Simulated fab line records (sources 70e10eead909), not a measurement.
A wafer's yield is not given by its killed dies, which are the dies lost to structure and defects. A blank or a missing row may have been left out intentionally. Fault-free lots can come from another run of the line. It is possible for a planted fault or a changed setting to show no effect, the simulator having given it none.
fab line records + flow nandHarc
record
- lots=6
- wafers=18
- lastDay=33
route steps=1302 shown P_M2@323
lots that met no fault: from a run of the same line without faults
startH: start of the lot's first displayed wafer, in hours after the record's first day + waitH: hours since the lot's step before + " same as the row above + L1.1+2: a single row standing in for several wafers + - no value, or no start given + * or withheld: withheld + < > ~ a bound
route shown NAME@n: names a module that has steps shown in the file, with the first one's number in the route + usual: the fault-free wafers' mean and standard deviation + same: alike in all rows + chamber/n: place in a boat + sites: each site's reading + _std_site: standard deviation across them + _edge_site: the outer-site mean with the inner-site mean subtracted + radiusMm: for every site, how far away it sits from the centre of the wafer + mask NAME#n: copy n + behind: tool/chamber where the wafer was last shaped + hold: reason for holding the lot/hours on hold/outcome of the hold + device: the n, p or np transistor that did not switch + end of line: at the end of the route, the tests of the same wafers + a step without rows: its recipe alone + killed: dies that structure and defects cost at the first sort, which is not the same as the wafer's yield + map: a wafer's dies, x killed, . not, _ none there
set.NAME: setting as actually run; set.NAME@STEP: the setting as run at that earlier step + model.NAME: the simulator's own value behind a step, which no gauge read
lots at selected steps of the route; one table per step, one row per wafer
services: when a tool's chamber went out of use (startH, in hours from the record's first day, below 0 if earlier), for how many hours, and the reason
## steps
# step NHARC_P_M2_SOFTBAKE_04
# recipe
- tempC=105
- timeS=55
# step NHARC_P_M2_EBR_05
# step NHARC_P_M2_EXPOSE_06
# recipe
- na=1.35
- targetCdNm=170
- doseMj=80.78
- maskId=P_M2
# step NHARC_P_M2_PEB_07
# recipe
- pebTempC=100
- pebTimeS=65
# step NHARC_P_M2_DEVELOP_08
# recipe
- developTimeS=35
- devTempC=23
# step NHARC_P_M2_CD_MEAS_09
# recipe
- targetCdNm=170
- landingEnergyEv=500
# usual
- cdNm=169.9/0.58
| lot.wafer | tool     | chamber | startH | waitH | cdNm  |
|-----------|----------|---------|--------|-------|-------|
| L307.3    | cdSem-01 | 0       | 138.64 | -     | 169.7 |
| L307.5    | "        | 0       | "      | "     | 169.5 |
| L307.6    | "        | 0       | "      | "     | 169.6 |
| L317.1    | cdSem-03 | 0       | 228.68 | -     | 170.8 |
| L317.3    | "        | 0       | "      | "     | 169.6 |
| L317.4    | "        | 0       | "      | "     | 170.1 |
| L323.3    | cdSem-03 | 0       | 296.78 | -     | 169.7 |
| L323.4    | "        | 0       | "      | "     | 169.2 |
| L323.5    | "        | 0       | "      | "     | 170.4 |
| L324.4    | cdSem-01 | 0       | 297.28 | -     | 170.2 |
| L324.5    | "        | 0       | "      | "     | 170.5 |
| L324.6    | "        | 0       | "      | "     | 170.5 |
| L328.2    | cdSem-02 | 0       | 348.39 | -     | 169.0 |
| L328.4    | "        | 0       | "      | "     | 170.3 |
| L328.5    | "        | 0       | "      | "     | 169.3 |
| L329.1    | cdSem-03 | 0       | 349.99 | -     | 169.7 |
| L329.3    | "        | 0       | "      | "     | 169.2 |
| L329.6    | "        | 0       | "      | "     | 169.6 |
# step NHARC_P_M2_OVL_MEAS_10
# recipe
- pitchNm=340
# usual
- overlayXNm=0.2/0.62
- overlayYNm=0.1/1.1
| lot.wafer | tool       | chamber | startH | waitH | overlayXNm | overlayYNm |
|-----------|------------|---------|--------|-------|------------|------------|
| L307.3    | overlay-02 | -       | 138.73 | -     | 0.1        | 0.7        |
| L307.5    | "          | -       | "      | "     | 0.7        | 0.8        |
| L307.6    | "          | -       | "      | "     | 1.0        | 1.0        |
| L317.1    | overlay-02 | -       | 228.76 | -     | 0.3        | -0.6       |
| L317.3    | "          | -       | "      | "     | 0.0        | -0.5       |
| L317.4    | "          | -       | "      | "     | 0.7        | -0.1       |
| L323.3    | overlay-01 | -       | 296.88 | -     | 0.3        | 2.2        |
| L323.4    | "          | -       | "      | "     | 0.7        | 1.8        |
| L323.5    | "          | -       | "      | "     | 0.4        | 1.4        |
| L324.4    | overlay-02 | -       | 297.36 | -     | 0.3        | 0.5        |
| L324.5    | "          | -       | "      | "     | -0.3       | 0.4        |
| L324.6    | "          | -       | "      | "     | -0.1       | 0.9        |
| L328.2    | overlay-02 | -       | 348.48 | -     | 0.4        | -1.4       |
| L328.4    | "          | -       | "      | "     | -0.5       | -1.0       |
| L328.5    | "          | -       | "      | "     | -0.6       | -1.1       |
| L329.1    | overlay-02 | -       | 350.08 | -     | -0.8       | 1.4        |
| L329.3    | "          | -       | "      | "     | -0.5       | 1.1        |
| L329.6    | "          | -       | "      | "     | -0.9       | 0.2        |
# step NHARC_P_M2_INSPECT_11
# usual
- rawDefectCount=5/3
| lot.wafer | tool             | chamber | startH | waitH | rawDefectCount |
|-----------|------------------|---------|--------|-------|----------------|
| L307.3    | defectInspect-01 | -       | 138.76 | 0.0   | 8              |
| L307.5    | "                | -       | "      | "     | 1              |
| L307.6    | "                | -       | "      | "     | 4              |
| L317.1    | defectInspect-01 | -       | 228.80 | 0.0   | 3              |
| L317.3    | "                | -       | "      | "     | 2              |
| L317.4    | "                | -       | "      | "     | 8              |
| L323.3    | defectInspect-02 | -       | 296.91 | 0.0   | 1              |
| L323.4    | "                | -       | "      | "     | 3              |
| L323.5    | "                | -       | "      | "     | 4              |
| L324.4    | defectInspect-01 | -       | 297.40 | 0.0   | 5              |
| L324.5    | "                | -       | "      | "     | 3              |
| L324.6    | "                | -       | "      | "     | 5              |
| L328.2    | defectInspect-01 | -       | 348.51 | 0.0   | 5              |
| L328.4    | "                | -       | "      | "     | 2              |
| L328.5    | "                | -       | "      | "     | 2              |
| L329.1    | defectInspect-01 | -       | 350.11 | 0.0   | 4              |
| L329.3    | "                | -       | "      | "     | 7              |
| L329.6    | "                | -       | "      | "     | 7              |
# step NHARC_P_M2_DESCUM_14
# recipe
- timeS=3
- o2FlowSccm=200
- arFlowSccm=0
- biasPowerW=0
- chemistry=O2
# usual
- drypumpMotorCurrentA=5.5/0.46
- o2FlowSccm=199.9/0.58
- oesProductAu=1.003/0.0083
- rfVppV=57.8/0.9
- showerheadPlenumPTorr=1.90/0.081
- throttleValvePct=11.312/0.0084
# same
- timeS=3
| lot.wafer | tool       | chamber | startH | waitH | drypumpMotorCurrentA | o2FlowSccm | oesProductAu | rfHoursCounterH | rfVppV | showerheadPlenumPTorr | throttleValvePct |
|-----------|------------|---------|--------|-------|----------------------|------------|--------------|-----------------|--------|-----------------------|------------------|
| L307.3    | rieDiel-09 | 3       | 138.83 | 0.1   | 4.9                  | 200.2      | 1.010        | 6.7             | 58.5   | 1.88                  | 11.307           |
| L307.6    | "          | 2       | "      | "     | 5.3                  | 200.0      | 0.988        | -               | 58.2   | 2.00                  | 11.305           |
| L307.5    | "          | 3       | "      | "     | 4.9                  | 200.0      | 1.005        | -               | 56.7   | 1.88                  | 11.322           |
| L317.3    | rieDiel-04 | 0       | 228.86 | 0.1   | 5.4                  | 198.5      | 1.015        | 2.5             | 56.8   | 1.90                  | 11.311           |
| L317.1    | "          | 1       | "      | "     | 5.3                  | 199.4      | 0.988        | 2.5             | 58.0   | 1.86                  | 11.312           |
| L317.4    | "          | 3       | "      | "     | 5.1                  | 201.1      | 1.007        | 2.6             | 58.4   | 1.98                  | 11.316           |
| L323.4    | rieDiel-13 | 2       | 296.98 | 0.1   | 5.7                  | 199.9      | 1.016        | 5.7             | 57.2   | 1.83                  | 11.321           |
| L323.3    | "          | 0       | "      | "     | 5.3                  | 199.7      | 0.996        | 5.9             | 56.9   | 1.81                  | 11.300           |
| L323.5    | "          | 1       | "      | "     | 5.1                  | 199.7      | 1.005        | -               | 56.8   | 1.83                  | 11.320           |
| L324.4    | rieDiel-13 | 3       | 297.47 | 0.1   | 5.9                  | 200.3      | 1.004        | 6.1             | 58.2   | 1.83                  | 11.310           |
| L324.6    | "          | 2       | "      | "     | 5.7                  | 200.6      | 1.011        | -               | 57.4   | 1.83                  | 11.317           |
| L324.5    | "          | 3       | "      | "     | 5.9                  | 199.5      | 1.002        | -               | 58.0   | 1.83                  | 11.317           |
| L328.2    | rieDiel-04 | 2       | 348.59 | 0.1   | 6.6                  | 199.9      | 1.010        | 10.5            | 56.0   | 1.78                  | 11.315           |
| L328.4    | "          | 3       | "      | "     | 5.1                  | 199.9      | 1.010        | 11.1            | 58.7   | 1.98                  | 11.309           |
| L328.5    | "          | 0       | "      | "     | 5.4                  | 199.7      | 1.000        | -               | 58.7   | 1.89                  | 11.311           |
| L329.1    | rieDiel-09 | 1       | 350.17 | 0.1   | 6.3                  | 200.0      | 1.003        | 0.9             | 58.9   | 2.03                  | 11.294           |
| L329.3    | "          | 2       | "      | "     | 5.3                  | 199.1      | 0.996        | 1.2             | 57.7   | 2.00                  | 11.314           |
| L329.6    | "          | 1       | "      | "     | 6.3                  | 200.3      | 0.994        | -               | 58.2   | 2.03                  | 11.314           |
# step NHARC_P_M2_ETCH_35
# recipe
- targetDepthA=400
- overetchA=120
- timeS=43.94
- ionEnergyEv=200
- n2FlowSccm=150
- h2FlowSccm=150
- arFlowSccm=0
- rfW=400
- biasW=150
- chemistry=N2/H2
# usual
- biasW=150.0/0.48
- drypumpMotorCurrentA=5.6/0.48
- oesProductAu=1.001/0.0087
- rfVppV=430.1/2.5
- showerheadPlenumPTorr=2.03/0.09
- throttleValvePct=14.170/0.0093
# same
- timeS=43.94
| lot.wafer | tool       | chamber | startH | waitH | biasW | drypumpMotorCurrentA | oesProductAu | rfHoursCounterH | rfVppV | showerheadPlenumPTorr | throttleValvePct |
|-----------|------------|---------|--------|-------|-------|----------------------|--------------|-----------------|--------|-----------------------|------------------|
| L307.3    | rieDiel-09 | 1       | 138.91 | 0.1   | 150.0 | 6.3                  | 1.009        | 7.0             | 434.2  | 2.18                  | 14.192           |
| L307.5    | "          | 1       | "      | "     | 150.2 | 6.3                  | 1.009        | -               | 433.4  | 2.18                  | 14.177           |
| L307.6    | "          | 2       | "      | "     | 149.6 | 5.3                  | 0.987        | -               | 432.9  | 2.14                  | 14.174           |
| L317.1    | rieDiel-04 | 3       | 228.95 | 0.1   | 150.0 | 5.1                  | 1.003        | 2.6             | 433.5  | 2.12                  | 14.176           |
| L317.3    | "          | 0       | "      | "     | 149.6 | 5.5                  | 0.998        | 2.5             | 429.2  | 2.02                  | 14.166           |
| L317.4    | "          | 1       | "      | "     | 150.4 | 5.3                  | 0.993        | 2.5             | 427.7  | 1.98                  | 14.170           |
| L323.4    | rieDiel-13 | 0       | 297.06 | 0.1   | 150.1 | 5.4                  | 1.002        | 5.9             | 427.0  | 1.93                  | 14.170           |
| L323.3    | "          | 2       | "      | "     | 150.0 | 5.7                  | 1.008        | 5.7             | 428.9  | 1.94                  | 14.162           |
| L323.5    | "          | 0       | "      | "     | 150.0 | 5.4                  | 1.002        | -               | 429.0  | 1.93                  | 14.152           |
| L324.4    | rieDiel-13 | 2       | 297.55 | 0.1   | 149.7 | 5.7                  | 1.009        | 5.7             | 426.6  | 1.94                  | 14.185           |
| L324.6    | "          | 1       | "      | "     | 150.7 | 5.1                  | 1.000        | -               | 427.3  | 1.95                  | 14.169           |
| L324.5    | "          | 2       | "      | "     | 149.6 | 5.7                  | 1.012        | -               | 427.4  | 1.94                  | 14.166           |
| L328.4    | rieDiel-04 | 2       | 348.66 | 0.1   | 149.5 | 6.6                  | 1.001        | 10.5            | 426.4  | 1.90                  | 14.175           |
| L328.2    | "          | 3       | "      | "     | 150.1 | 5.1                  | 1.006        | 11.1            | 431.9  | 2.11                  | 14.161           |
| L328.5    | "          | 1       | "      | "     | 149.0 | 5.3                  | 0.991        | -               | 428.5  | 1.98                  | 14.155           |
| L329.3    | rieDiel-09 | 1       | 350.26 | 0.1   | 150.6 | 6.3                  | 0.994        | 0.9             | 433.4  | 2.17                  | 14.166           |
| L329.1    | "          | 3       | "      | "     | 149.6 | 4.9                  | 1.005        | 0.6             | 429.8  | 2.00                  | 14.168           |
| L329.6    | "          | 1       | "      | "     | 150.1 | 6.3                  | 1.002        | -               | 435.3  | 2.17                  | 14.189           |
# step NHARC_P_M2_ETCH_15
# recipe
- targetDepthA=1825
- timeS=91.2
- c4f8FlowSccm=withheld
- arFlowSccm=400
- rfW=600
- biasW=300
- chemistry=C4F8/Ar
# usual
- biasW=300.1/0.76
- oesProductAu=0.948/0.022
- rfVppV=440.5/2.7
# same
- timeS=91.2
| lot.wafer | tool       | chamber | startH | waitH | biasW | oesProductAu | rfHoursCounterH | rfVppV |
|-----------|------------|---------|--------|-------|-------|--------------|-----------------|--------|
| L307.3    | rieDiel-09 | 1       | -      | -     | 301.4 | 0.980        | 7.0             | 443.8  |
| L307.5    | "          | 1       | "      | "     | 299.4 | 0.980        | -               | 444.7  |
| L307.6    | "          | 2       | "      | "     | 300.7 | 0.956        | -               | 443.5  |
| L317.3    | rieDiel-04 | 2       | -      | -     | 300.1 | 0.925        | 2.6             | 437.1  |
| L317.1    | "          | 3       | "      | "     | 298.6 | 0.926        | 2.7             | 442.3  |
| L317.4    | "          | 0       | "      | "     | 299.4 | 0.932        | 2.5             | 439.6  |
| L323.4    | rieDiel-13 | 0       | -      | -     | 300.1 | 0.916        | 6.0             | 436.8  |
| L323.3    | "          | 1       | "      | "     | 300.0 | 0.919        | 5.3             | 437.5  |
| L323.5    | "          | 3       | "      | "     | 300.5 | 0.935        | -               | 438.2  |
| L324.4    | rieDiel-13 | 2       | -      | -     | 299.8 | 0.937        | 5.7             | 438.2  |
| L324.5    | "          | 2       | "      | "     | 298.5 | 0.932        | -               | 439.3  |
| L324.6    | "          | 3       | "      | "     | 300.2 | 0.931        | -               | 437.9  |
| L328.2    | rieDiel-04 | 1       | -      | -     | 300.3 | 0.918        | 9.5             | 438.5  |
| L328.4    | "          | 2       | "      | "     | 298.8 | 0.925        | 10.6            | 437.4  |
| L328.5    | "          | 1       | "      | "     | 300.0 | 0.924        | -               | 440.1  |
| L329.1    | rieDiel-09 | 0       | -      | -     | 299.7 | 0.979        | 0.9             | 439.1  |
| L329.3    | "          | 2       | "      | "     | 299.3 | 0.968        | 1.2             | 444.3  |
| L329.6    | "          | 1       | "      | "     | 299.2 | 0.958        | -               | 446.3  |
# step NHARC_P_M2_CD_MEAS_16
# usual
- cdNm=169.7/0.78
| lot.wafer | tool     | chamber | startH | waitH | cdNm  |
|-----------|----------|---------|--------|-------|-------|
| L307.3    | cdSem-01 | -       | 139.15 | -     | 169.9 |
| L307.5    | "        | -       | "      | "     | 169.9 |
| L307.6    | "        | -       | "      | "     | 170.0 |
| L317.1    | cdSem-02 | -       | 229.16 | -     | 171.0 |
| L317.3    | "        | -       | "      | "     | 170.2 |
| L317.4    | "        | -       | "      | "     | 171.1 |
| L323.3    | cdSem-02 | -       | 297.28 | -     | 169.7 |
| L323.4    | "        | -       | "      | "     | 169.6 |
| L323.5    | "        | -       | "      | "     | 170.5 |
| L324.4    | cdSem-02 | -       | 297.77 | -     | 169.5 |
| L324.5    | "        | -       | "      | "     | 169.9 |
| L324.6    | "        | -       | "      | "     | 169.7 |
| L328.2    | cdSem-01 | -       | 348.88 | -     | 169.6 |
| L328.4    | "        | -       | "      | "     | 170.1 |
| L328.5    | "        | -       | "      | "     | 168.9 |
| L329.1    | cdSem-03 | -       | 350.48 | -     | 169.4 |
| L329.3    | "        | -       | "      | "     | 168.1 |
| L329.6    | "        | -       | "      | "     | 168.4 |
# step NHARC_P_M2_STRIP_18
# recipe
- powerW=1000
- n2FlowSccm=150
- h2FlowSccm=150
- arFlowSccm=0
- biasW=0
- chemistry=N2/H2
# usual
- biasW=0/0
- chamberPressureMTorr=30.002/0.03
- drypumpMotorCurrentA=5.6/0.52
- oesProductAu=1.002/0.0086
- rfVppV=90.6/1
- showerheadPlenumPTorr=2.03/0.091
- throttleValvePct=14.172/0.0082
| lot.wafer | tool       | chamber | startH | waitH | biasW | chamberPressureMTorr | drypumpMotorCurrentA | oesProductAu | rfHoursCounterH | rfVppV | showerheadPlenumPTorr | throttleValvePct |
|-----------|------------|---------|--------|-------|-------|----------------------|----------------------|--------------|-----------------|--------|-----------------------|------------------|
| L307.3    | rieDiel-04 | 0       | 139.27 | 0.1   | 0     | 29.977               | 5.5                  | 1.009        | 3.3             | 90.3   | 2.02                  | 14.186           |
| L307.5    | "          | 2       | "      | "     | 0     | 29.984               | 6.6                  | 0.990        | -               | 90.5   | 1.90                  | 14.173           |
| L307.6    | "          | 3       | "      | "     | 0     | 30.042               | 5.1                  | 1.013        | -               | 90.5   | 2.12                  | 14.172           |
| L317.3    | rieDiel-09 | 2       | 229.24 | 0.1   | 0     | 30.012               | 5.3                  | 1.006        | 3.1             | 91.4   | 2.14                  | 14.177           |
| L317.4    | "          | 3       | "      | "     | 0     | 30.014               | 4.9                  | 1.010        | 2.9             | 90.5   | 2.01                  | 14.182           |
| L317.1    | "          | 0       | "      | "     | 0     | 30.015               | 5.7                  | 1.017        | 3.1             | 89.9   | 2.02                  | 14.171           |
| L323.4    | rieDiel-09 | 1       | 297.35 | 0.1   | -     | -                    | -                    | -            | -               | -      | -                     | -                |
| L323.3    | "          | 3       | "      | "     | -     | -                    | -                    | -            | -               | -      | -                     | -                |
| L323.5    | "          | 2       | "      | "     | -     | -                    | -                    | -            | -               | -      | -                     | -                |
| L324.4    | rieDiel-09 | 0       | 297.84 | 0.1   | -     | -                    | -                    | -            | -               | -      | -                     | -                |
| L324.5    | "          | 0       | "      | "     | -     | -                    | -                    | -            | -               | -      | -                     | -                |
| L324.6    | "          | 1       | "      | "     | -     | -                    | -                    | -            | -               | -      | -                     | -                |
| L328.2    | rieDiel-09 | 1       | 348.95 | 0.1   | 0     | 29.995               | 6.3                  | 0.987        | 0.9             | 92.2   | 2.17                  | 14.172           |
| L328.4    | "          | 3       | "      | "     | 0     | 29.984               | 4.9                  | 1.016        | 0.5             | 90.6   | 2.00                  | 14.175           |
| L328.5    | "          | 2       | "      | "     | 0     | 30.046               | 5.3                  | 0.996        | -               | 90.8   | 2.14                  | 14.184           |
| L329.3    | rieDiel-09 | 3       | 350.55 | 0.1   | 0     | 29.994               | 4.9                  | 1.009        | 0.6             | 90.0   | 2.00                  | 14.178           |
| L329.1    | "          | 1       | "      | "     | 0     | 29.953               | 6.3                  | 1.008        | 1.0             | 91.8   | 2.17                  | 14.165           |
| L329.6    | "          | 3       | "      | "     | 0     | 30.032               | 4.9                  | 1.004        | -               | 90.5   | 2.00                  | 14.176           |
# step NHARC_P_M2_ETCH_28
# recipe
- targetDepthA=300
- overEtchFrac=0.3
- timeS=72.99
- ionEnergyEv=150
- cf4FlowSccm=50
- n2FlowSccm=100
- arFlowSccm=150
- rfW=300
- biasW=100
- chemistry=CF4/N2
# usual
- biasW=99.96/0.27
- drypumpMotorCurrentA=5.6/0.52
- oesProductAu=1.001/0.0093
- rfVppV=314.1/1.9
- showerheadPlenumPTorr=2.62/0.11
- throttleValvePct=19.794/0.0092
# same
- timeS=72.99
| lot.wafer | tool       | chamber | startH | waitH | biasW  | drypumpMotorCurrentA | oesProductAu | rfHoursCounterH | rfVppV | showerheadPlenumPTorr | throttleValvePct |
|-----------|------------|---------|--------|-------|--------|----------------------|--------------|-----------------|--------|-----------------------|------------------|
| L307.3    | rieDiel-04 | 3       | -      | -     | 99.96  | 5.1                  | 1.009        | 3.3             | 315.3  | 2.72                  | 19.795           |
| L307.6    | "          | 2       | "      | "     | 100.01 | 6.6                  | 0.989        | -               | 311.6  | 2.46                  | 19.792           |
| L307.5    | "          | 3       | "      | "     | 99.92  | 5.1                  | 1.014        | -               | 318.2  | 2.72                  | 19.800           |
| L317.4    | rieDiel-09 | 1       | -      | -     | 99.89  | 6.3                  | 0.990        | 3.3             | 317.6  | 2.78                  | 19.794           |
| L317.3    | "          | 2       | "      | "     | 100.06 | 5.3                  | 0.994        | 3.2             | 316.4  | 2.74                  | 19.786           |
| L317.1    | "          | 0       | "      | "     | 99.88  | 5.7                  | 1.003        | 3.2             | 312.9  | 2.60                  | 19.789           |
| L323.3    | rieDiel-09 | 0       | 297.59 | 0.2   | 99.97  | 5.7                  | 1.018        | 6.3             | 313.8  | 2.60                  | 19.804           |
| L323.4    | "          | 1       | "      | "     | 100.09 | 6.3                  | 0.990        | 7.5             | 315.3  | 2.78                  | 19.809           |
| L323.5    | "          | 1       | "      | "     | 100.14 | 6.3                  | 1.006        | -               | 316.0  | 2.78                  | 19.797           |
| L324.4    | rieDiel-09 | 2       | 298.10 | 0.2   | 100.14 | 5.3                  | 1.000        | 7.4             | 315.9  | 2.74                  | 19.814           |
| L324.6    | "          | 3       | "      | "     | 100.30 | 4.9                  | 1.005        | -               | 313.3  | 2.58                  | 19.793           |
| L324.5    | "          | 0       | "      | "     | 99.92  | 5.7                  | 0.995        | -               | 313.7  | 2.60                  | 19.786           |
| L328.4    | rieDiel-09 | 3       | -      | -     | 99.78  | 4.9                  | 1.013        | 0.5             | 313.3  | 2.58                  | 19.790           |
| L328.2    | "          | 1       | "      | "     | 100.06 | 6.3                  | 1.003        | 0.9             | 315.9  | 2.78                  | 19.794           |
| L328.5    | "          | 2       | "      | "     | 99.95  | 5.3                  | 0.995        | -               | 315.9  | 2.74                  | 19.804           |
| L329.3    | rieDiel-09 | 0       | -      | -     | 100.15 | 5.7                  | 1.002        | 1.0             | 314.2  | 2.60                  | 19.798           |
| L329.1    | "          | 1       | "      | "     | 99.85  | 6.3                  | 1.004        | 1.0             | 317.8  | 2.78                  | 19.797           |
| L329.6    | "          | 3       | "      | "     | 99.87  | 5.0                  | 1.025        | -               | 314.8  | 2.58                  | 19.800           |
## services
| tool       | chamber | startH | hours | kind      |
|------------|---------|--------|-------|-----------|
| rieDiel-04 | 3       | 117.40 | 21.8  | repair    |
| rieDiel-09 | 0       | 122.10 | -     | clean     |
| rieDiel-09 | 1       | 122.10 | -     | clean     |
| rieDiel-09 | 2       | 122.10 | -     | clean     |
| rieDiel-09 | 3       | 122.10 | -     | clean     |
| rieDiel-09 | -       | 143.10 | 9.0   | pm        |
| rieDiel-09 | 0       | 143.10 | 9.0   | ventCycle |
| rieDiel-09 | 1       | 143.10 | 9.0   | ventCycle |
| rieDiel-09 | 2       | 143.10 | 9.0   | ventCycle |
| rieDiel-09 | 3       | 143.10 | 9.0   | ventCycle |
| rieDiel-13 | -       | 165.00 | 9.0   | pm        |
| rieDiel-04 | -       | 177.90 | 9.0   | pm        |
| rieDiel-04 | 0       | 205.85 | 4.1   | repair    |
| rieDiel-09 | -       | 219.84 | 3.3   | repair    |
| rieDiel-09 | 3       | 232.31 | 15.8  | repair    |
| rieDiel-04 | 1       | 232.36 | 3.3   | repair    |
| rieDiel-09 | 0       | 240.68 | 4.2   | repair    |
| rieDiel-13 | 1       | 246.52 | 9.3   | repair    |
| rieDiel-09 | 3       | 301.95 | 3.1   | repair    |
| rieDiel-04 | -       | 309.83 | 0.2   | repair    |
| rieDiel-09 | -       | 316.00 | 0.7   | repair    |
| rieDiel-09 | -       | 320.10 | 9.0   | pm        |
| rieDiel-09 | 3       | 329.33 | 16.3  | repair    |
| rieDiel-13 | -       | 342.00 | 9.0   | pm        |
## key
firstSign
- step=NHARC_P_M2_STRIP_18
- reading=toolRecord
- direction=missing
effect none on later readings
metAt NHARC_P_M2_STRIP_18
struckWafers L323.3,L323.4,L323.5,L324.4,L324.5,L324.6
laterRowsLeftOut L323.3,L323.4,L323.5,L324.4,L324.5,L324.6
sortLeftOut L323.3,L323.4,L323.5,L324.4,L324.5,L324.6
onsetBetween 229.24 297.35
fault
- kind=skippedStepWhole
- tool=rieDiel-09
- chamber=-
- onsetH=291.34
- steps=NHARC_P_M2_STRIP_18
- scope=struckLotsOnly
# sortLeftOut: the simulated sort isn't trusted on such a fault, so these wafers' sort isn't shown, and their yield isn't known
# laterRowsLeftOut: the simulator's readings of these wafers behind a module that went badly wrong aren't trusted and aren't shown, but for the sort
